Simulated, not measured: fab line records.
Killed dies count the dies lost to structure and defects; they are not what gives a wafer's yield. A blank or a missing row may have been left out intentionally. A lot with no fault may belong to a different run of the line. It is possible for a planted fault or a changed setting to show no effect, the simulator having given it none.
Chamber matching + flow n5 finfet + N5_BEOL_M2_ETCH_74 on rie diel-03 has 4 sister chambers
The step etches underlayer in N2/H2, target depth 6.5 nm, time 5.2 s. 22 wafers are shown with their chamber, then 11 later ones without.

## WAFERS, EACH WITH ITS CHAMBER
| wafer  | chamber | drypump motor current A (A) | throttle valve pct (%) | showerhead plenum p Torr (Torr) |
|--------|---------|-----------------------------|------------------------|---------------------------------|
| L075.1 | 0       | 5.4                         | 17.83                  | 2.52                            |
| L075.2 | 2       | 5.9                         | 18.41                  | 2.62                            |
| L075.3 | 1       | 6.6                         | 17.54                  | 2.49                            |
| L076.1 | 0       | 5.4                         | 17.82                  | 2.52                            |
| L076.2 | 1       | 6.6                         | 17.54                  | 2.49                            |
| L076.4 | 3       | 5.5                         | 17.80                  | 2.50                            |
| L078.2 | 2       | 6.0                         | 18.43                  | 2.62                            |
| L078.3 | 1       | 6.6                         | 17.55                  | 2.49                            |
| L078.6 | 0       | 5.4                         | 17.84                  | 2.51                            |
| L083.2 | 0       | 5.4                         | 17.87                  | 2.51                            |
| L083.4 | 2       | 6.0                         | 18.46                  | 2.62                            |
| L083.6 | 1       | 6.6                         | 17.57                  | 2.48                            |
| L086.1 | 3       | 5.5                         | 17.84                  | 2.49                            |
| L086.2 | 0       | 5.4                         | 17.86                  | 2.51                            |
| L086.4 | 1       | 6.6                         | 17.57                  | 2.48                            |
| L087.1 | 1       | 6.6                         | 17.58                  | 2.48                            |
| L087.5 | 0       | 5.4                         | 17.87                  | 2.50                            |
| L087.6 | 3       | 5.5                         | 17.83                  | 2.49                            |
| L089.1 | 0       | 5.4                         | 17.88                  | 2.50                            |
| L089.3 | 3       | 5.5                         | 17.85                  | 2.49                            |
| L089.4 | 2       | 6.0                         | 18.47                  | 2.61                            |
| L088.1 | 0       | 5.3                         | 17.89                  | 2.50                            |

SIGNATURES, as means of the wafers listed above
| reading                  | chamber 0 | chamber 1 | chamber 2 | chamber 3 | scatter within a chamber |
|--------------------------|-----------|-----------|-----------|-----------|--------------------------|
| drypump motor current A  | 5.388     | 6.600     | 5.975     | 5.500     | 0.03                     |
| throttle valve pct       | 17.8575   | 17.5583   | 18.4425   | 17.8300   | 0.023                    |
| showerhead plenum p Torr | 2.5088    | 2.4850    | 2.6175    | 2.4925    | 0.00661                  |
Rule: for each reading, subtract the chamber's mean from the wafer's reading, divide by that reading's scatter and square the result; add these up over the readings and take the root, which gives the wafer's distance from the chamber. If the next closest chamber is less than 2 further off than the closest, the wafer can't be placed; otherwise it belongs to the closest. The scatter: the root of (the sum of the squares of (reading less its chamber's mean) over the shown wafers, divided by (wafers less chambers)).

## WAFERS MISSING THEIR CHAMBER
| wafer  | drypump motor current A (A) | throttle valve pct (%) | showerhead plenum p Torr (Torr) |
|--------|-----------------------------|------------------------|---------------------------------|
| L088.4 | 5.5                         | 17.83                  | 2.49                            |
| L088.5 | 6.0                         | 18.49                  | 2.61                            |
| L090.3 | 6.6                         | 17.60                  | 2.48                            |
| L090.5 | 6.6                         | 17.59                  | 2.48                            |
| L090.6 | 5.4                         | 17.87                  | 2.50                            |
| L091.1 | 5.5                         | 17.84                  | 2.49                            |
| L091.4 | 6.6                         | 17.59                  | 2.48                            |
| L091.5 | 6.0                         | 18.49                  | 2.61                            |
| L093.1 | 5.3                         | 17.89                  | 2.50                            |
| L093.4 | 5.5                         | 17.88                  | 2.49                            |
| L093.6 | 6.0                         | 18.51                  | 2.61                            |

## EACH ONE'S CHAMBER
| wafer  | from the rows above | in truth |
|--------|---------------------|----------|
| L088.4 | 3                   | 3        |
| L088.5 | 2                   | 2        |
| L090.3 | 1                   | 1        |
| L090.5 | 1                   | 1        |
| L090.6 | 0                   | 0        |
| L091.1 | 3                   | 3        |
| L091.4 | 1                   | 1        |
| L091.5 | 2                   | 2        |
| L093.1 | 0                   | 0        |
| L093.4 | 3                   | 3        |
| L093.6 | 2                   | 2        |
Correct placement for 11 of the 11. From these rows, 0 cannot be placed. Number placed wrongly: 0.
